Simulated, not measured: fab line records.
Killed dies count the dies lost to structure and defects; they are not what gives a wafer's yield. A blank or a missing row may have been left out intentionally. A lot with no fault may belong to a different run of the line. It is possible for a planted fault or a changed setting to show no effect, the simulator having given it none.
Split-lot trial | flow n5Finfet | on a route of 1938 steps: 7 lots, 39 wafers read

ON THE SPLIT
At N5_MOL_CONTACT_COAG_ETCHBACK_136 (etches SiO2 in CHF3, target depth 25 nm, time 16.7 s), the setting targetDepthA was moved away from the recipe's 250 angstrom on 15 of the 39 wafers read, by -9.0% to +13.2%. For the rest of the wafers, this setting stayed at what the recipe calls for.

FROM THE SPLIT ON TO THE READING: in between, the file shows 1 step
- N5_MOL_CONTACT_COAG_STRIP_120: strips in CHF3

THE READING
etch.depthNm (the simulator's own value, which no gauge read), in nm, at N5_MOL_CONTACT_COAG_VIA_ETCH_117 (etches SiO2 in C4F6/O2, target depth 40 nm, overetch 8 nm, time 26 s). The file does not state a usual value for it. Average 40.11 nm, standard deviation 0.46 nm, over the 24 wafers here run with the recipe.

wafer  | tool, chamber at the split | targetDepthA as run, angstrom | against the recipe | etch.depthNm, nm | against lot-mates on the recipe
L078.1 | rieDiel-03, 1,2,3          | 281.4                         | +12.6%             | 36.81            | -3.38
L078.2 | rieDiel-03, 1,2,3          | 281.4                         | +12.6%             | 37.63            | -2.56
L078.3 | rieDiel-03, 1,2,3          | 281.4                         | +12.6%             | 36.8             | -3.39
L078.4 | rieDiel-03, 1,2,3          | 250                           | recipe             | 40.06            | -
L078.5 | rieDiel-03, 1,2,3          | 250                           | recipe             | 40.57            | -
L078.6 | rieDiel-03, 1,2,3          | 250                           | recipe             | 39.93            | -
L080.1 | rieDiel-03, 3,2,1,1,3,2    | 250                           | recipe             | 40.13            | -
L080.2 | rieDiel-03, 3,2,1,1,3,2    | 250                           | recipe             | 40.6             | -
L080.3 | rieDiel-03, 3,2,1,1,3,2    | 250                           | recipe             | 39.98            | -
L080.4 | rieDiel-03, 3,2,1,1,3,2    | 250                           | recipe             | 39.74            | -
L080.5 | rieDiel-03, 3,2,1,1,3,2    | 250                           | recipe             | 39.85            | -
L080.6 | rieDiel-03, 3,2,1,1,3,2    | 250                           | recipe             | 40.49            | -
L084.1 | rieDiel-01, 2,3,2          | 227.6                         | -9.0%              | 42.57            | +2.19
L084.2 | rieDiel-01, 2,3,2          | 227.6                         | -9.0%              | 42.14            | +1.76
L084.3 | rieDiel-01, 1,0,3          | 250                           | recipe             | 39.87            | -
L084.4 | rieDiel-01, 1,0,3          | 250                           | recipe             | 40.99            | -
L084.5 | rieDiel-01, 1,0,3          | 250                           | recipe             | 40.28            | -
L084.6 | rieDiel-01, 2,3,2          | 227.6                         | -9.0%              | 42.33            | +1.95
L087.1 | rieDiel-03, 3,0,1          | 283.1                         | +13.2%             | 35.7             | -4.48
L087.2 | rieDiel-03, 2,2,3          | 250                           | recipe             | 40.65            | -
L087.3 | rieDiel-03, 3,0,1          | 283.1                         | +13.2%             | 36.59            | -3.59
L087.4 | rieDiel-03, 3,0,1          | 283.1                         | +13.2%             | 36.38            | -3.80
L087.5 | rieDiel-03, 2,2,3          | 250                           | recipe             | 40.78            | -
L087.6 | rieDiel-03, 2,2,3          | 250                           | recipe             | 39.1             | -
L089.1 | rieDiel-01, 3,1,0          | 232.9                         | -6.8%              | 41.58            | +1.56
L089.2 | rieDiel-01, 3,1,0          | 232.9                         | -6.8%              | 41.63            | +1.61
L089.3 | rieDiel-01, 2,0,3          | 250                           | recipe             | 40.25            | -
L089.4 | rieDiel-01, 2,0,3          | 250                           | recipe             | 39.86            | -
L089.5 | rieDiel-01, 2,0,3          | 250                           | recipe             | 39.95            | -
L089.6 | rieDiel-01, 3,1,0          | 232.9                         | -6.8%              | 41.34            | +1.32
L090.1 | rieDiel-03, 0,2,3          | 250                           | recipe             | 39.77            | -
L090.2 | rieDiel-03, 0,2,3          | 250                           | recipe             | 40.34            | -
L090.3 | rieDiel-03, 0,2,3          | 250                           | recipe             | 39.11            | -
L093.1 | rieDiel-01, 0,1,3          | 261.9                         | +4.8%              | 38.75            | -1.35
L093.2 | rieDiel-01, 0,1,3          | 261.9                         | +4.8%              | 38.69            | -1.41
L093.3 | rieDiel-01, 0,1,3          | 261.9                         | +4.8%              | 39.13            | -0.97
L093.4 | rieDiel-01, 0,3,1          | 250                           | recipe             | 39.79            | -
L093.5 | rieDiel-01, 0,3,1          | 250                           | recipe             | 40.48            | -
L093.6 | rieDiel-01, 0,3,1          | 250                           | recipe             | 40.03            | -
Where a row lists several chambers, the file gives one row for several wafers and doesn't say which wafer went through which chamber.

THE FIT
A straight line over all 39 wafers: etch.depthNm changes by -0.257 nm for each +1% of targetDepthA; r = -0.96; the points scatter about the line by 0.44 nm.
The same after taking each lot's own level away (the mean of its wafers on the recipe; 39 wafers): -0.257 nm for each +1%; r = -0.97; scatter 0.43 nm.
Per that fit: largest targetDepthA move, reading shift of 3.4 nm.
The span of the lots' own levels, 39.740 to 40.380 nm, comes to 1.4 times the standard deviation stated above.
Consequently the slope shifts little with the lot-to-lot level, the two slopes agreeing.
Check: for one of the wafers moved furthest among these (+13.2%), held out of the fit, the line's prediction against its lot-mates is -3.33 nm. Against them it came out at -4.48 nm.

OTHER SPLITS ON THESE WAFERS
Note: prior to the reading, these wafers also went through further splits. Each is held against what the fit with the lots' levels taken away leaves over:
other split on the same wafers       | wafers away from the commonest value | r with etch.depthNm (lot level and that fit taken away)
N5_DUMMY_GATE_ETCH_31 targetDepthA   | 9                                    | +0.21
N5_HKMG_FIN_ETCH_54 sourceW          | 18                                   | +0.03
N5_GATE_CUT_ETCH_56 icpW             | 12                                   | -0.07
N5_MOL_CONTACT_COAG_ETCH_110 sourceW | 15                                   | -0.13

THE WHOLE CHAIN: every reading that the file lists as answering this split, in the file's order
step                             | what it does                                                         | reading                                                                          | change (the file's fit)               | r (the file's)
N5_MOL_CONTACT_COAG_VIA_ETCH_117 | etches SiO2 in C4F6/O2, target depth 40 nm, overetch 8 nm, time 26 s | MOL_CONTACT_COAG.featureDepthNm (the simulator's own value, which no gauge read) | -0.261 nm for each +1% of the setting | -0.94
N5_MOL_CONTACT_COAG_VIA_ETCH_117 | etches SiO2 in C4F6/O2, target depth 40 nm, overetch 8 nm, time 26 s | etch.depthNm (the simulator's own value, which no gauge read)                    | -0.259 nm for each +1% of the setting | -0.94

FILE'S OWN FIT
etch.depthNm changes by -0.259 nm for each +1% of targetDepthA, r = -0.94.
